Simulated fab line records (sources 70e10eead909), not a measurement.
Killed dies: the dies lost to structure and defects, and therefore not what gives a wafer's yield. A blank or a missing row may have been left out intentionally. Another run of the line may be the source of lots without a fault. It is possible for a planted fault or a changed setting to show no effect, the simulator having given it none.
Matching of chambers -- flow nandHarc -- aldSin-02 running NHARC_P_GATE_ALD_36: 4 sister chambers
The step deposits SiNx, target thk 20 nm, pulse time 60 s, ald cycles 223. 4 wafers are shown with their chamber, then 8 later ones without.

## WAFERS PAIRED WITH THEIR CHAMBERS
wafer,chamber,heaterPowerW (W)
L082.3,3,700
L082.1,0,977
L087.6,1,795
L090.4,2,760

## WAFERS MISSING THEIR CHAMBER
wafer,heaterPowerW (W)
L090.3,979
L090.6,699
L093.2,673
L093.6,750
L093.5,689
L097.2,961
L097.4,787
L097.6,684

## THE CHAMBER EACH PASSED THROUGH
wafer,from the rows above,in truth
L090.3,0,0
L090.6,3,3
L093.2,3,3
L093.6,2,2
L093.5,3,3
L097.2,0,0
L097.4,can't be placed: 1 or 2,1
L097.6,3,3
7 of 8 placed correctly. From these rows, 1 cannot be placed; in 1 the true chamber is one of the candidates. 0 placed wrongly.
How it was worked out, from the rows above alone: a wafer's distance from a chamber is the root of the sum, over the readings, of the square of ((its reading less the chamber's mean) divided by the reading's scatter). The wafer belongs to the nearest chamber; if the next one is less than 2 further off, it can't be placed. The mean given for a chamber averages the wafers shown for that chamber. The scatter: with one shown wafer a chamber, the root of the mean of the squares of how far each hidden wafer lies from its nearest shown one.
